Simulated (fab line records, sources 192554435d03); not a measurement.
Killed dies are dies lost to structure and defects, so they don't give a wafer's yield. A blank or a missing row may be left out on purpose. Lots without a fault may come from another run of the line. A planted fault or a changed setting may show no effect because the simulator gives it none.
fab line records | flow n5_finfet
record lots=7 wafers=39
route steps=1938 shown FIN_CUT@176 SD_EPI_N@278 HKMG_FIN@406 MOL_CONTACT_COAG@559 BEOL_M1@797
start_h: hours from the record's first day to the start of the lot's first wafer shown | wait_h: hours since the lot's step before | " the same as in the row above | L1.1+2: a row that stands for several wafers | - no value, or no start given | * or withheld: withheld | < > ~ a bound
route shown NAME@n: a module of which the file shows steps, and the number in the route of the first | usual: mean/standard deviation of fault-free wafers | same: alike in all rows | chamber/n: place in a boat | sites: the reading at each site | _std_site: their standard deviation | _edge_site: outer sites' mean less inner sites' | radius_mm: how far each site lies from the wafer's centre | mask NAME#n: copy n | behind: the tool/chamber that last shaped the wafer | hold: why the lot was held/for how many hours/how that ended | device: the transistor (n, p or np) that didn't switch | end of line: the same wafers' tests at the end of the route | a step without rows: its recipe alone | killed: dies lost to structure and defects at the first sort, not the wafer's yield | map: a wafer's dies, x killed, . not, _ none there
set.NAME: the setting as run; set.NAME@STEP: as run at that earlier step | model.NAME: the simulator's own value behind a step, which no gauge read
lots whose settings were changed on purpose; a table a step, a row a wafer
## steps
# step N5_FIN_CUT_CUT_ETCH_15
# recipe chemistry=HBr/Cl2/O2 target=Si target_depth_a=1000 bt_time_s=10 mask_material=SOC time_s=42.4 ion_energy_ev=* bias_w=* pressure_mtorr=10 icp_w=800 HBr_flow_sccm=150 Cl2_flow_sccm=80 O2_flow_sccm=12
# columns lot.wafer tool chamber start_h wait_h set.target_depth_a model.FIN_CUT.feature_depth_nm model.etch.depth_nm model.SOC_of_FIN_CUT_COAT_18.thk_nm
L074.1 rie_si-05 2 28.55 0.1 1000 98.4 98.42 170.6
L074.2 " 3 " " 1000 100.6 100.6 170.6
L074.3 " 0 " " 1000 96.4 96.5 172
L074.4 " 1 " " 1000 100.4 100.4 170.2
L074.5 " 0 " " 1000 96.8 96.73 171.6
L074.6 " 3 " " 1000 98.8 98.84 170.8
L075.1 rie_si-05 0 34.39 0.1 1334 129.6 129.7 160
L075.2 " 1 " " 1000 101.6 101.7 169.8
L075.3 " 3 " " 1334 132.4 132.3 158.2
L075.4 " 2 " " 1000 97.8 97.79 171.2
L075.5 " 2 " " 1000 98.8 98.84 171
L075.6 " 3 " " 1334 132.8 132.7 159
L083.1 rie_si-06 2 83.84 0.1 494.8 49.4 49.37 188.8
L083.2 " 1 " " 1000 99.2 99.24 170.4
L083.3 " 3 " " 494.8 50 49.94 189.2
L083.4 " 0 " " 1000 100.6 100.5 169.8
L083.5 " 1 " " 1000 98.8 98.89 170
L083.6 " 0 " " 494.8 49.6 49.7 189.6
L086.1 rie_si-03 1 102.40 0.1 1379 135.2 135.3 156.2
L086.2 " 3 " " 1000 99.4 99.34 169.6
L086.3 " 2 " " 1379 137.2 137.2 154.8
L086.4 " 0 " " 1000 98.8 98.83 169.2
L086.5 " 2 " " 1379 136.4 136.3 155.2
L086.6 " 1 " " 1000 98.2 98.16 170.2
L089.1 rie_si-06 0 117.00 0.1 1000 99.6 99.57 170.6
L089.2 " 3 " " 716.4 71.4 71.31 182.4
L089.3 " 2 " " 716.4 70.2 70.23 182.2
L089.4 " 1 " " 1000 98.4 98.48 172
L089.5 " 0 " " 716.4 70.8 70.86 181.8
L089.6 " 3 " " 1000 99 99.03 171
L092.2 rie_si-05 3 136.62 0.1 1000 100 100 169.6
L092.4 " 2 " " 1000 97.8 97.79 171.6
L092.5 " 2 " " 1000 98.6 98.68 171
L094.1 rie_si-03 2 148.20 0.1 1000 99.8 99.79 169.8
L094.2 " 0 " " 1296 128 128 160.2
L094.3 " 1 " " 1296 129.4 129.4 158.8
L094.4 " 3 " " 1296 130.6 130.6 158.6
L094.5 " 0 " " 1000 98.8 98.89 170
L094.6 " 1 " " 1000 100 100 171
# step N5_SD_EPI_N_ETCH_45
# recipe chemistry=CH3F/O2 target=SiOCN target_depth_a=60 mask_material=SOC ion_energy_ev=60 bias_w=29 pressure_mtorr=15 source_w=410 Ar_flow_sccm=150 CH3F_flow_sccm=30 O2_flow_sccm=20
# columns lot.wafer tool chamber start_h wait_h set.target_depth_a model.etch.depth_nm
L074.1 rie_diel-01 1 50.10 0.1 60 6.133
L074.2 " 3 " " 60 5.958
L074.3 " 0 " " 34.27 3.289
L074.4 " 2 " " 60 5.961
L074.5 " 3 " " 34.27 3.393
L074.6 " 2 " " 34.27 3.391
L075.1+5 rie_diel-05 1 55.12 0.1 24.3 2.351
L075.2 " 2 " " 24.3 2.408
L075.3 " 0 " " 60 5.986
L075.4 " 3 " " 60 6.104
L075.6 " 0 " " 60 6.034
L083.1 rie_diel-03 3 105.55 0.1 72.57 7.396
L083.2 " 0 " " 72.57 7.108
L083.3 " 2 " " 72.57 7.112
L083.4 " 1 " " 60 6.146
L083.5 " 0 " " 60 5.815
L083.6 " 1 " " 60 6.2
L086.1 rie_diel-03 2 124.86 0.1 60 5.909
L086.2 " 3 " " 60 6.14
L086.3 " 1 " " 60 6.118
L086.4 " 0 " " 60 5.842
L086.5 " 3 " " 60 6.147
L086.6 " 2 " " 60 5.881
L089.1 rie_diel-03 0 137.65 0.1 89.35 8.84
L089.2 " 3 " " 89.35 9.121
L089.3 " 2 " " 60 5.916
L089.4 " 1 " " 60 6.242
L089.5 " 0 " " 60 5.794
L089.6 " 1 " " 89.35 9.184
L092.2 rie_diel-03 2 157.90 0.1 60 5.894
L092.4 " 1 " " 60 6.198
L092.5 " 2 " " 60 5.903
L094.1 rie_diel-03 3 170.37 0.1 80.17 8.152
L094.2 " 1 " " 80.17 8.142
L094.3 " 3 " " 60 6.079
L094.4 " 1 " " 60 6.16
L094.5 " 1 " " 80.17 8.198
L094.6 " 3 " " 60 6.056
# step N5_HKMG_FIN_ETCH_58
# recipe chemistry=N2/H2 target=SOC target_depth_a=2158 ion_energy_ev=50 bias_w=13 time_s=741 pressure_mtorr=30 source_w=875 n2_flow_sccm=200 h2_flow_sccm=200
# columns lot.wafer tool chamber start_h wait_h set.target_depth_a model.SOC_of_HKMG_FIN_COAT_41.thk_nm model.HKMG_FIN.feature_depth_nm model.etch.depth_nm
L074.1 rie_diel-01 2 71.61 0.0 2158 84.4 214.8 214.8
L074.2 " 1 " " 3085 0 319.8 319.9
L074.3 " 0 " " 3085 8 290.2 290.2
L074.4 " 3 " " 2158 81.4 218.2 218.2
L074.5 " 0 " " 2158 94.4 205 204.9
L074.6 " 1 " " 3085 0 320.8 320.9
L075.1 rie_diel-03 3 79.82 0.0 1757 121.8 177.4 177.5
L075.2 " 2 " " 2158 91 209.6 209.6
L075.3 " 0 " " 1757 126.8 173.4 173.4
L075.4 " 1 " " 2158 75.4 224.4 224.5
L075.5 " 2 " " 1757 129.2 171 171
L075.6 " 1 " " 2158 78.6 220.6 220.5
L083.1 rie_diel-01 0 128.79 0.0 948.2 207.2 93.6 93.58
L083.2 " 1 " " 2158 74.8 225.4 225.3
L083.3 " 3 " " 2158 73 227.8 227.7
L083.4 " 1 " " 948.2 199.6 100 100.1
L083.5 " 3 " " 2158 75.8 225.2 225.2
L083.6 " 0 " " 948.2 206.2 93.8 93.82
L086.1 rie_diel-03 1 147.26 0.0 1541 138.2 160.6 160.5
L086.2 " 2 " " 2158 87.4 211.4 211.4
L086.3 " 3 " " 2158 76.2 222.8 222.9
L086.4 " 2 " " 2158 89.2 210 210.1
L086.5 " 1 " " 1541 139.2 160.8 160.7
L086.6 " 3 " " 1541 141.8 157.8 157.7
L089.1 rie_diel-03 2 160.61 0.0 3364 0 326.4 326.3
L089.2 " 3 " " 2158 80.2 220.6 220.7
L089.3 " 1 " " 2158 76.4 223.8 223.8
L089.4 " 2 " " 2158 90.4 209.6 209.6
L089.5 " 3 " " 3364 0 343.8 343.8
L089.6 " 1 " " 3364 0 347 347.1
L092.2 rie_diel-05 0 179.76 0.0 2158 83 215.4 215.5
L092.4 " 2 " " 2158 85.4 212.8 212.8
L092.5 " 0 " " 2158 83.8 214.4 214.5
L094.1 rie_diel-03 3 192.78 0.0 2158 79 220 220.1
L094.2 " 2 " " 2158 89.2 210.4 210.3
L094.3 " 0 " " 2158 76.6 222.8 222.8
L094.4 " 1 " " 2158 72.8 227 227
L094.5 " 2 " " 2158 87.2 211.6 211.6
L094.6 " 3 " " 2158 80 219.8 219.8
# step N5_HKMG_FIN_STRIP_93
# recipe chemistry=N2/H2 material=SOC time_s=20 power_w=500 temp_c=40 pressure_mtorr=50 rf_frequency_hz=6e+07 bias_power_w=8 h2_frac=0.5 n2_flow_sccm=300 h2_flow_sccm=300
# columns lot.wafer tool chamber start_h wait_h set.target_depth_a@HKMG_FIN_ETCH_58 model.SOC_of_HKMG_FIN_COAT_41.thk_nm
L074.1 rie_diel-01 2 72.04 0.2 2158 74.4
L074.2+3+6 " 1,0,1 " " 3085 0
L074.4 " 3 " " 2158 71.4
L074.5 " 0 " " 2158 84.8
L075.1 rie_diel-03 3 80.25 0.2 1757 111.6
L075.2 " 2 " " 2158 81.2
L075.3 " 0 " " 1757 116.8
L075.4 " 1 " " 2158 65
L075.5 " 2 " " 1757 119.2
L075.6 " 1 " " 2158 68.2
L083.1 rie_diel-01 0 129.21 0.2 948.2 197.2
L083.2 " 1 " " 2158 64.2
L083.3 " 3 " " 2158 62.4
L083.4 " 1 " " 948.2 189.2
L083.5 " 3 " " 2158 65.2
L083.6 " 0 " " 948.2 196.2
L086.1 rie_diel-03 1 147.68 0.2 1541 127.8
L086.2 " 2 " " 2158 77.6
L086.3 " 3 " " 2158 66
L086.4 " 2 " " 2158 79.2
L086.5 " 1 " " 1541 128.6
L086.6 " 3 " " 1541 131.6
L089.1+5+6 rie_diel-03 2,3,1 161.04 0.2 3364 0
L089.2 " 3 " " 2158 70
L089.3 " 1 " " 2158 66
L089.4 " 2 " " 2158 80.6
L092.2 rie_diel-05 0 180.19 0.2 2158 72.6
L092.4 " 2 " " 2158 75.2
L092.5 " 0 " " 2158 73.6
L094.1 rie_diel-03 3 193.21 0.2 2158 69
L094.2 " 2 " " 2158 79.6
L094.3 " 0 " " 2158 66.4
L094.4 " 1 " " 2158 62.4
L094.5 " 2 " " 2158 77.4
L094.6 " 3 " " 2158 70
# step N5_MOL_CONTACT_COAG_ALD_27
# recipe material=SiOC target_thk_a=170 temp_c=400 ald_precursor_family=carbosiloxane ald_co_reactant=H2-plasma pulse_time_s=1.5 time_s=2720 purge_time_s=2 co_reactant_purge_time_s=2 ald_cycles=340 pressure_torr=2
# columns lot.wafer tool chamber start_h wait_h set.time_s model.SiOC_of_MOL_CONTACT_COAG_ALD_27.thk_nm
L074.1+4+6 ald_sin-01 1,3,0 92.19 0.0 4121 17
L074.2+3+5 " 0,3,1 " " 2720 17
L075.1+2+3 ald_sin-01 0,2,1 105.67 0.0 2720 17
L075.4 " 3 " " 3356 17.2
L075.5+6 " 0,3 " " 3356 17
L083.1+2+6 ald_sin-03 3,1,3 151.79 0.0 2720 17
L083.3+4+5 " 0,2,0 " " 3536 17
L086.1+3+4+5 ald_sin-01 3,2,1,3 169.79 0.0 2720 17
L086.2+6 " 0 " " 2720 16.8
L089.1+2+3+4+5+6 ald_sin-01 1,0,2,3,0,1 182.31 0.0 2720 16.8
L092.2+4+5 ald_sin-01 3,1,2 203.82 0.0 2720 17
L094.1+2 ald_sin-04 1,0 217.95 0.0 1837 11.4
L094.3 " 3 " " 1837 11.6
L094.4+5+6 " 2,3,0 " " 2720 17
# step N5_BEOL_M1_VIA_ETCH_34
# recipe chemistry=C4F6/O2 target_depth_a=678 mask_material=SOC pressure_mtorr=15 ion_energy_ev=250 taper_deg=4 time_s=64.4 source_w=350 bias_w=170 Ar_flow_sccm=300 C4F6_flow_sccm=10 O2_flow_sccm=10
# columns lot.wafer tool chamber start_h wait_h set.target_depth_a model.etch.depth_nm model.SOC_of_BEOL_M1_COAT_67.thk_nm
L074.1 rie_diel-04 0 142.45 0.0 678 68.33 52
L074.2 " 3 " " 446.5 44.24 54.6
L074.3 " 2 " " 678 65.47 52.2
L074.4 " 1 " " 446.5 45.94 54.4
L074.5 " 0 " " 678 68.09 51.8
L074.6 " 1 " " 446.5 45.43 54.4
L075.1 rie_diel-02 0 147.29 0.0 678 68.45 52.2
L075.2 " 1 " " 678 68.99 51.8
L075.3 " 3 " " 678 68.48 52
L075.4 " 2 " " 678 66.53 52.2
L075.5 " 3 " " 678 68.65 52
L075.6 " 0 " " 678 68.47 52
L083.1 rie_diel-02 3 190.73 0.0 678 68.27 52
L083.2 " 0 " " 678 67.75 52
L083.3 " 1 " " 678 68.92 51.8
L083.4 " 0 " " 678 68.3 52
L083.5 " 1 " " 678 69.29 51.8
L083.6 " 3 " " 678 68.46 52
L086.1 rie_diel-06 2 205.10 0.0 496.7 49.75 54.4
L086.2 " 0 " " 496.7 51.64 54.2
L086.3 " 3 " " 678 65.53 52.4
L086.4 " 0 " " 496.7 51.27 54.2
L086.5 " 2 " " 678 68.24 52.2
L086.6 " 3 " " 678 65.89 52.4
L089.1 rie_diel-06 1 209.60 0.0 678 66.83 52.6
L089.2 " 2 " " 678 68.24 52.6
L089.3 " 0 " " 678 70.21 52.2
L089.4 " 3 " " 678 66.31 52.4
L089.5 " 0 " " 678 70.39 52.2
L089.6 " 3 " " 678 65.7 52.6
L092.2 rie_diel-02 2 232.19 0.0 678 65.53 52.4
L092.4 " 0 " " 678 67.53 51.8
L092.5 " 3 " " 678 68.95 52
L094.1 rie_diel-06 2 257.41 0.0 678 66.82 52.6
L094.2 " 1 " " 366.3 35.3 56.2
L094.3 " 3 " " 366.3 35.24 56.2
L094.4 " 0 " " 678 68.76 52.4
L094.5 " 2 " " 678 68.17 52.4
L094.6 " 3 " " 366.3 35.29 56.2
## key
split step=N5_FIN_CUT_CUT_ETCH_15 setting=target_depth_a stated=1000 by=wafer
response step=N5_FIN_CUT_CUT_ETCH_15 reading=model.FIN_CUT.feature_depth_nm change=+0.987 per=1% r=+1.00
response step=N5_FIN_CUT_CUT_ETCH_15 reading=model.etch.depth_nm change=+0.987 per=1% r=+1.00
response step=N5_FIN_CUT_CUT_ETCH_15 reading=model.SOC_of_FIN_CUT_COAT_18.thk_nm change=-0.373 per=1% r=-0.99
split step=N5_SD_EPI_N_ETCH_45 setting=target_depth_a stated=60 by=wafer
response step=N5_SD_EPI_N_ETCH_45 reading=model.etch.depth_nm change=+0.0617 per=1% r=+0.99
split step=N5_HKMG_FIN_ETCH_58 setting=target_depth_a stated=2158 by=wafer
response step=N5_HKMG_FIN_ETCH_58 reading=model.SOC_of_HKMG_FIN_COAT_41.thk_nm change=-1.93 per=1% r=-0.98
response step=N5_HKMG_FIN_ETCH_58 reading=model.HKMG_FIN.feature_depth_nm change=+2.23 per=1% r=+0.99
response step=N5_HKMG_FIN_ETCH_58 reading=model.etch.depth_nm change=+2.23 per=1% r=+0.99
response step=N5_HKMG_FIN_STRIP_93 reading=model.SOC_of_HKMG_FIN_COAT_41.thk_nm change=-1.84 per=1% r=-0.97
split step=N5_MOL_CONTACT_COAG_ALD_27 setting=time_s stated=2720 by=wafer
response step=N5_MOL_CONTACT_COAG_ALD_27 reading=model.SiOC_of_MOL_CONTACT_COAG_ALD_27.thk_nm shape=bent at_lowest=11.47 at_stated=16.94 at_highest=17
split step=N5_BEOL_M1_VIA_ETCH_34 setting=target_depth_a stated=678 by=wafer
response step=N5_BEOL_M1_VIA_ETCH_34 reading=model.etch.depth_nm change=+0.669 per=1% r=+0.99
response step=N5_BEOL_M1_VIA_ETCH_34 reading=model.SOC_of_BEOL_M1_COAT_67.thk_nm change=-0.077 per=1% r=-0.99
